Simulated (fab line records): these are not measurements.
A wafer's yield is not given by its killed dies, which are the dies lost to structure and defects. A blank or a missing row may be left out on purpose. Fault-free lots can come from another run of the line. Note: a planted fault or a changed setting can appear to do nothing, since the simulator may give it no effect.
Problem report in the 8D (eight disciplines) form, filled by code    flow nand-harc    the parts of the form that need people (team, actions taken, sign-off) are left out

1. WHAT WENT WRONG
Mean of killed-at-array at NHARC_END_SORT_01: 140 across 6 wafers in 2 lots; on wafers with no fault it is 55 (standard deviation 12). That is +7.1 standard deviations from the usual mean.
First seen on wafer L222.1, day 28 22:22, on prober-02. The record has a number at this step for 30 wafers belonging to 10 lots. The rule behind "out" and "out of limits": a value lying over 4 standard deviations away from the usual mean. All remaining wafers that have a number are taken as sound.

2. WHAT THIS IS AND IS NOT
question                     is                                                  is not
which readings at this step  killed-at-array, defect-limited-yield, killed-dies  killed-at-other, killed-at-periphery, killed-open, killed-short
which lots                   L222, L224                                          L213, L217, L225, L226, L227, L228, L234, L235
which wafers of those lots   all that have a number                              -
read on which gauges         prober-01, prober-02                                -
when                         from day 28 22:22                                   up to then (6 sound wafers); but 18 sound wafers of L225, L226, L227, L228, L234, L235 came after

3. WHAT RULES OUT EACH SUSPECT
Counting: a tool stays on the suspect list if, at a process step up to the reading, it processed all lots that are out and no sound lot following the first of them.
- ruled out: the gauge at NHARC_END_SORT_01. 2 gauges (prober-01, prober-02) read the wafers that are out.
- wet-bench-08 at NHARC_A_BONDPAD_STRIP_16 (strips in post etch residue remover, time 600 s): ruled out as a lasting fault. Following L222 (day 27 17:24), the first lot on it that is out, the sound lots L234 were run on it.
Left after counting: nothing in the record.

4. THE CAUSE (what the simulator had put in)
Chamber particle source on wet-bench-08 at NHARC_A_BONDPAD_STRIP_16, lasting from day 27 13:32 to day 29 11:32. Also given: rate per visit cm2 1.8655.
The count ruled it out by mistake, since the rule takes a fault to strike every lot its tool runs from the start of the fault on, and this one did not do so.

5. THE CHAIN OF EFFECTS, in route order
One row per reading whose mean, taken over the struck wafers that have a number, lies over 3 standard deviations from the usual. Only readings for which the record gives a usual standard deviation are gone through. hours: the time from each lot's start at the first step in this table that gives one to its start at this step, as a median over the lots. sigmas: the change in usual standard deviations.
hours  step               reading               usual   on struck wafers  change  sigmas
0      NHARC_END_SORT_01  defect-limited-yield  91.2 %  79.0              -12.2   -6.8
0      NHARC_END_SORT_01  killed-at-array       55      140               +85     +7.1
0      NHARC_END_SORT_01  killed-dies           60      142               +82     +6.9

6. WHAT WOULD HAVE CAUGHT IT SOONER
33 hours passed between the start of the fault at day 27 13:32 and the first reading out of limits at a measuring or inspecting step in this record, taken at day 28 22:22.
No tool reading at NHARC_A_BONDPAD_STRIP_16 that has a usual standard deviation in the record was out on any struck wafer, so an alarm limit of 4 standard deviations on those readings would not have fired.
